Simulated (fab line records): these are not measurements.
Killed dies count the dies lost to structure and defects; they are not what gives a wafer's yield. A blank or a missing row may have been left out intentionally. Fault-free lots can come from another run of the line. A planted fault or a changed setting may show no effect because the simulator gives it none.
Struck lot and sound lot, side by side -- flow n5 finfet -- 15 steps out of a route of 1938
Sound: wafers L166.2, L166.4, L166.5. Wafers struck: L177.4, L177.6. Last of all comes the cause.
Per side, at each step with rows, come the tool, then ch with its chambers, and then its first start. Under that, the readings that differ: sound wafers -- struck wafers -- difference of the means -- sigmas: that difference in standard deviations of wafers without a fault.
alike: readings whose means differ by less than 2 such deviations, and words and numbers that are the same on both sides. not compared: withheld readings, readings that some wafer has no value for, bounds like >300 that may hide the same value, and numbers for which the record gives no deviation and whose values overlap.
Wherever a step has rows on one side only, a row that says differs or no value, or a row with sigmas, the two part there. Numbers that have no deviation but don't overlap get no sigmas and don't part them. A reading that every wafer of one side lacks parts them only if that side has two wafers or more.

first, 7 steps without rows for these wafers: N5_PASSIVATION_COAT_38; N5_PASSIVATION_EBR_40; N5_PASSIVATION_SOFTBAKE_39 (time 120 s); N5_PASSIVATION_EXPOSE_41 (exposes mask PASS OPEN, defocus 0 nm, target cd 40000 nm); N5_PASSIVATION_PEB_42; N5_PASSIVATION_DEVELOP_43 (develop time 60 s); N5_PASSIVATION_HARDBAKE_45 (time 120 s).
N5_PASSIVATION_CD_MEAS_44: target cd 40000 nm.
  sound on cd sem-03 ch 0, day 14 18:49; struck on cd sem-03 ch 0, day 17 22:08
reading,sound,struck,difference,sigmas
cd nm (nm),39998 39986 39990,40009 39998,+12,+3
N5_PASSIVATION_OVL_MEAS_66:
  sound on overlay-02 ch 0, day 14 18:50; struck on overlay-02 ch 0, day 17 22:09
  alike: PASS_OPEN_OVL
N5_PASSIVATION_INSPECT_67: inspects for defects (macro).
  struck on defect inspect-01, day 17 22:11; sound on defect inspect-02, day 14 18:52
  alike: raw defect count
N5_PASSIVATION_DESCUM_46: chemistry O2, time 7.9 s.
  sound on rie diel-06 ch 1,2, day 14 18:57; struck on rie diel-06 ch 1,2, day 17 22:17
  alike: drypump motor current A, oes product au, rf vpp V, showerhead plenum p Torr, throttle valve pct
  not compared: rf hours counter h
N5_PASSIVATION_PASS_ETCH_47: etches SiNx in CF4/O2, target depth 770 nm, time 385 s.
  sound on rie diel-06 ch 1,2, day 14 18:59; struck on rie diel-06 ch 1,2, day 17 22:26
  alike: drypump motor current A, oes_ar_750_au, oes_f_703_au, oes product au, rf vpp V, showerhead plenum p Torr, throttle valve pct
  not compared: rf hours counter h
N5_PASSIVATION_ETCH_54: etches SiO2 in CHF3/O2, target depth 880 nm, time 440 s.
  sound on rie diel-06 ch 1,2, day 14 19:13; struck on rie diel-06 ch 1,2, day 17 22:41
reading,sound,struck,difference,sigmas
model.PASSIVATION.feature depth nm (nm),885.4 893 896.2,816 821.6,-73,
model.etch.depth nm (nm),885.5 893.1 896.2,816 821.6,-73,
  alike: drypump motor current A, oes_ar_750_au, oes_f_703_au, oes product au, rf vpp V, showerhead plenum p Torr, throttle valve pct
  not compared: rf hours counter h
N5_PASSIVATION_STRIP_48: strips in O2.
  sound on rie diel-06 ch 1,2, day 14 19:30; struck on rie diel-06 ch 1,2, day 17 22:51
  alike: drypump motor current A, oes product au, rf vpp V, showerhead plenum p Torr, throttle valve pct
  not compared: rf hours counter h
N5_PASSIVATION_PROBE_49:
  struck on prober-01, day 18 02:01; sound on prober-01, day 14 22:02
  alike: defect limited yield, killed_at_M0_to_M3, killed_at_M4_up, killed at contacts, killed at front end, killed at other, killed dies, killed open, killed short, sort_bin_4_leakage, sort_bin_5_function, sort_bin_6_memory, sort n pass, sort yield pct

== WHERE THEY PART ==
N5_PASSIVATION_CD_MEAS_44 only, going by this record. Later steps at which nothing parts them and some readings are alike: N5_PASSIVATION_OVL_MEAS_66, N5_PASSIVATION_INSPECT_67, N5_PASSIVATION_DESCUM_46, N5_PASSIVATION_PASS_ETCH_47, N5_PASSIVATION_ETCH_54, N5_PASSIVATION_STRIP_48, N5_PASSIVATION_PROBE_49.

WHY: the cause the simulator had injected
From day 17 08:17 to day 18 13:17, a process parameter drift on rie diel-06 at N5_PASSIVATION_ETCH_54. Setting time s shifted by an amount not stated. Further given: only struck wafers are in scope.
